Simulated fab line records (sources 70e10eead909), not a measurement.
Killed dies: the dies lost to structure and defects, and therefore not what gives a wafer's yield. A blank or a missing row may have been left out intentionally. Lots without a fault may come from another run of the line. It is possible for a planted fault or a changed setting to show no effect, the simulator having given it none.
Comparing a struck lot with a sound one	flow nandHarc	15 steps out of a route of 1302
Sound: wafers L802.1, L802.2, L802.4. Struck: wafer L816.2. (L816.3, L816.6 of the same lot were not struck and are left out.) The cause comes at the end.
Per side, at each step with rows, come the tool, then ch with its chambers, and then its first start. Under that, the readings that differ: sound wafers	struck wafers	difference of the means	sigmas: that difference in standard deviations of wafers without a fault.
alike: readings with means less than 2 such deviations apart, plus words and numbers identical on both sides. not compared: withheld readings, readings lacking a value on some wafer, bounds such as >300 that could conceal the same value, and numbers that have no deviation in the record and whose values overlap.
The two part at a step that has a row with sigmas, a row that says differs or no value, or rows on one side only. Numbers that don't overlap but have no deviation are shown without sigmas and don't part them. A reading missing from all wafers of one side parts the sides only when that side holds two or more wafers.

first, 7 steps without rows for these wafers: NHARC_A_BLC_COAT_03 (time 65 s); NHARC_A_BLC_COAT_04 (resist thk 90 nm); NHARC_A_BLC_SOFTBAKE_05 (time 55 s); NHARC_A_BLC_EBR_06; NHARC_A_BLC_EXPOSE_07 (exposes mask A BLC, target cd 100 nm); NHARC_A_BLC_PEB_08 (peb time 65 s); NHARC_A_BLC_DEVELOP_09 (develop time 35 s).
NHARC_A_BLC_CD_MEAS_10: the cd target is 100 nm.
  sound on cdSem-03 ch 0, day 25 16:44; struck on cdSem-01 ch 0, day 32 11:50
  alike: cdNm
NHARC_A_BLC_OVL_MEAS_11:
  sound on overlay-01 at day 25 16:49; struck on overlay-02 at day 32 11:55
  alike: overlayXNm, overlayYNm
NHARC_A_BLC_INSPECT_12:
  sound on defectInspect-02 at day 25 16:52; struck on defectInspect-01 at day 32 11:57
  alike: rawDefectCount
NHARC_A_BLC_DESCUM_15: chemistry O2, time 3 s.
  sound on rieDiel-06 ch 0,2,3, day 25 16:55; struck on rieDiel-03 ch 1, day 32 12:01
reading	sound	struck	difference	sigmas
rfHoursCounterH (h)	7 8 8	6	-2	
  alike: drypumpMotorCurrentA, o2FlowSccm, oesProductAu, rfVppV, showerheadPlenumPTorr, throttleValvePct
NHARC_A_BLC_ETCH_16: etches the open film in CF4, target depth 39 nm, time 65 s.
  sound on rieDiel-06 ch 0,1,2, day 25 17:00; struck on rieDiel-03 ch 0, day 32 12:07
reading	sound	struck	difference	sigmas
rfVppV (V)	151.4 151.7 151.7	148.7	-2.9	-2
  alike: drypumpMotorCurrentA, oesProductAu, runLengthS, showerheadPlenumPTorr, throttleValvePct
  not compared: rfHoursCounterH
NHARC_A_BLC_ETCH_17: etches the open film in N2/H2, target depth 390 nm, time 609.38 s.
  sound on rieDiel-06 ch 1,2,3, day 25 17:05; struck on rieDiel-03 ch 2, day 32 12:17
reading	sound	struck	difference	sigmas
rfHoursCounterH (h)	8 7 7	6	-1	
runLengthS (s)	630.9 630.4 629.7	605.9	-24.4	-51
  alike: drypumpMotorCurrentA, n2FlowSccm, oesProductAu, rfVppV, showerheadPlenumPTorr, throttleValvePct
NHARC_A_BLC_ETCH_18: etches the open film in C4F8/O2/Ar, target depth 910 nm.
  sound on rieDiel-06 ch 0,1,3; struck on rieDiel-03 ch 2
reading	sound	struck	difference	sigmas
oesProductAu (a.u.)	0.929 0.917 0.912	0.975	+0.056	+2
rfHoursCounterH (h)	8 8 7	6	-2	
  alike: rfVppV
following that, these wafers have no rows for 1 step: NHARC_END_SORT_01.

== WHERE THEY PART ==
First at NHARC_A_BLC_ETCH_16; last, within this record, at NHARC_A_BLC_ETCH_18.

WHY: the cause the simulator had injected
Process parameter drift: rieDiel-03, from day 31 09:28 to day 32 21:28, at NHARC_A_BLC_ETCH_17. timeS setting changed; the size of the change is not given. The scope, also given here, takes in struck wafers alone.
